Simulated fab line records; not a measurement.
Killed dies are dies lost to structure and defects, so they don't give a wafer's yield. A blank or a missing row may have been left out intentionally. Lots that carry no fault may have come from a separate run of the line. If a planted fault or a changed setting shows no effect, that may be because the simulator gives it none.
Struck lot and sound lot, side by side	flow n5 finfet	16 steps out of a route of 1938
Sound: these wafers, L875.1, L875.4, L875.6. Wafers struck: L885.1, L885.2, L885.6. At the end, the cause is stated.
Order at every step that has rows: each side's tool, ch and its chambers, its first start. Under that, the readings that differ: sound wafers	struck wafers	difference of the means	sigmas: that difference in standard deviations of wafers without a fault.
alike: words and numbers the same on both sides, and readings whose means are apart by under 2 such deviations; not compared: readings that were withheld, readings missing a value for some wafer, numbers with overlapping values and no deviation given by the record, and bounds like >300 which may hide the same value.
A row with sigmas, a row that says differs or no value, or rows on one side alone: a step with any of these is where the two part. Non-overlapping numbers with no deviation appear without sigmas and do not part them. A reading missing from all wafers of one side parts the sides only when that side holds two or more wafers.

N5_MOL_CONTACT_COAG_VIA_ETCH_117: etches SiO2 in C4F6/O2, target depth 40 nm, overetch 8 nm, time 26 s.
  sound on rie diel-02 ch 0,1,2, day 5 18:46; struck on rie diel-02 ch 0,2,3, day 8 11:08
  alike: C4F6_flow_sccm, drypump motor current A, oes product au, rf vpp V, showerhead plenum p Torr, throttle valve pct
  not compared: rf hours counter h
N5_MOL_CONTACT_COAG_ETCH_124: etches SiNx in CH3F/O2, stops on SiOC, target depth 6.5 nm.
  sound on rie diel-02 ch 0,1,2, day 5 18:47; struck on rie diel-02 ch 0,2,3, day 8 11:10
  alike: drypump motor current A, oes product au, rf vpp V, showerhead plenum p Torr, throttle valve pct
  not compared: rf hours counter h
N5_MOL_CONTACT_COAG_ETCH_48: etches SiOC in C4F6/O2, target depth 15 nm, overetch 4.5 nm, time 17 s.
  sound on rie diel-02 ch 0,1,2, day 5 18:50; struck on rie diel-02 ch 0,2,3, day 8 11:13
  alike: C4F6_flow_sccm, drypump motor current A, oes product au, rf vpp V, showerhead plenum p Torr, throttle valve pct
  not compared: rf hours counter h
N5_MOL_CONTACT_COAG_STRIP_72: strips in N2/H2.
  sound on rie diel-02 ch 0,1,2, day 5 18:53; struck on rie diel-02 ch 0,2,3, day 8 11:16
  alike: bias power w, drypump motor current A, oes product au, rf vpp V, showerhead plenum p Torr, throttle valve pct
  not compared: rf hours counter h
N5_MOL_CONTACT_COAG_STRIP_49: strips in N2/H2, time 30 s.
  sound on plasma asher-02 ch 0,1, day 5 18:58; struck on plasma asher-02 ch 0,1, day 8 11:20
  alike: drypump motor current A, heater power w
  not compared: rf hours counter h
then, 2 steps without rows for these wafers: N5_MOL_CONTACT_COAG_PRECLEAN_138 (cleans in alkaline clean, time 60 s); N5_MOL_CONTACT_COAG_SRD_139 (time 30 s).
N5_MOL_CONTACT_COAG_CD_MEAS_101: the cd target is 16 nm.
  sound on cd sem-01, day 5 19:09; struck on cd sem-01, day 8 11:29
  alike: cd nm
then, 4 steps without rows for these wafers: N5_MOL_CONTACT_COAG_PRE_CLEAN_121; N5_MOL_CONTACT_COAG_CVD_140 (deposits W, target thk 66.5 nm, time 215 s); N5_MOL_CONTACT_COAG_PRECLEAN_127 (cleans in DIW, time 57.5 s); N5_MOL_CONTACT_COAG_SRD_128 (dry time 32 s).
N5_MOL_CONTACT_COAG_CMP_52: polishes, stops on SiO2, t overpolish 1.5 s, target thk 66.5 nm.
  sound on cmp-03 ch 0,2,3, day 5 19:41; struck on cmp-03 ch 1,3, day 8 11:56
reading	sound	struck	difference	sigmas
platen rpm (rpm)	50.30 50.33 50.33	48.26 48.28 48.28	-2.05	-60
  alike: edge zone pressure frac, motor current A, overpolish run s, time to endpoint s
  not compared: pad life wafers
N5_MOL_CONTACT_COAG_THK_MEAS_53:
  sound on film metro-01, day 5 19:54; struck on film metro-01, day 8 12:14
  alike: VIA_MOL_THK
-- here the record skips 3 days between the struck wafers' starts before and after, leaving off in module MOL_CONTACT_COAG and picking up in module BEOL_M4 (first step shown: number 1111 of the route) --
N5_BEOL_M4_RC_MEAS_101:
  sound on prober-01 ch 0, day 8 19:04; struck on prober-01 ch 0, day 11 09:39
reading	sound	struck	difference	sigmas
ION_P (uA/um)	476 469 465	457 451 450	-17	-3
  alike: DIBL_N, DIBL_P, IOFF_N, IOFF_P, ION_N, SS_N, SS_P, VT_N, VT_P
-- a jump in the record: the struck wafers' starts before and after are 4 days apart (it breaks off in module BEOL_M4 and resumes in module PASSIVATION, where the first step shown is number 1936 of the route) --
N5_PASSIVATION_PROBE_49:
  sound on prober-02, day 13 02:13; struck on prober-01, day 15 20:08
  alike: defect limited yield, killed_at_M0_to_M3, killed_at_M4_up, killed at contacts, killed at front end, killed at other, killed dies, killed open, killed short, sort_bin_5_function, sort_bin_6_memory, sort_bin_8_speed, sort n pass

== WHERE THEY PART ==
First at N5_MOL_CONTACT_COAG_CMP_52; last, within this record, at N5_BEOL_M4_RC_MEAS_101. Later steps at which nothing parts them and some readings are alike: N5_PASSIVATION_PROBE_49.

WHY: what had been put in by the simulator
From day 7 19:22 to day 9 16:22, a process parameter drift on cmp-03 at N5_MOL_CONTACT_COAG_CMP_52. Setting platen rpm shifted by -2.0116 from 50.289. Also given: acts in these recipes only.
